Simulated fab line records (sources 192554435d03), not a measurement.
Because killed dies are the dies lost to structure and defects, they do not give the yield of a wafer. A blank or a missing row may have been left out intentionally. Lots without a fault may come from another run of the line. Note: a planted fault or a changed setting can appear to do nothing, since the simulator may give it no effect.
A struck lot beside a sound one :: flow n5_finfet :: 11 steps out of a route of 1938
Sound: wafers L410.1, L410.2, L410.5. Wafers L412.1, L412.5, L412.6 were the ones struck. At the end, the cause is stated.
Order at every step that has rows: each side's tool, ch and its chambers, its first start. Under that, the readings that differ: sound wafers :: struck wafers :: difference of the means :: sigmas: that difference in standard deviations of wafers without a fault.
alike: readings with means less than 2 such deviations apart, plus words and numbers identical on both sides. not compared: withheld readings, readings lacking a value on some wafer, bounds such as >300 that could conceal the same value, and numbers that have no deviation in the record and whose values overlap.
The two part at a step that has a row with sigmas, a row that says differs or no value, or rows on one side only. Numbers that don't overlap but have no deviation are shown without sigmas and don't part them. Lack of a reading on every wafer of one side parts them only where that side has two or more wafers.

N5_START_INSPECT_01: inspects for defects (unpatterned scan).
  sound: defect_inspect-02 at day 2 18:02; struck: defect_inspect-01 at day 3 06:02
  alike: raw_defect_count
then, 2 steps without rows for these wafers: N5_ZERO_LAYER_PRECLEAN_00 (cleans in SPM, time 600 s); N5_ZERO_LAYER_SRD_01 (time 30 s, dry time 30 s).
N5_ZERO_LAYER_PECVD_02: deposits SiO2 from SiH4/N2O, target thk 10 nm, time 6 s.
  sound on pecvd-04 ch 0,1, day 2 18:18; struck on pecvd-04 ch 0,1,2, day 3 06:17
  alike: heater_power_w, showerhead_plenum_p_Torr
then, 5 steps without rows for these wafers: N5_ZERO_LAYER_HMDS_04 (time 60 s); N5_ZERO_LAYER_COAT_05 (resist thk 1000 nm); N5_ZERO_LAYER_EBR_07; N5_ZERO_LAYER_SOFTBAKE_06 (time 90 s); N5_ZERO_LAYER_EXPOSE_08 (exposes mask ZERO, defocus 0 nm, target cd 2000 nm).
N5_ZERO_LAYER_PEB_09:
  struck on litho_track-02, day 3 06:39; sound on litho_track-01 ch 0, day 2 18:32
reading: exhaust_pa (Pa)
sound: 45.2 46.8 45.7
struck: - - -
difference: no value on the struck wafers
sigmas: 
  not compared: chill_plate_temp_C
then, 1 step without rows for these wafers: N5_ZERO_LAYER_DEVELOP_10 (develop time 60 s).

## WHERE THEY PART
At N5_ZERO_LAYER_PEB_09 and nowhere else, as far as this record goes.

WHY: the cause the simulator had injected
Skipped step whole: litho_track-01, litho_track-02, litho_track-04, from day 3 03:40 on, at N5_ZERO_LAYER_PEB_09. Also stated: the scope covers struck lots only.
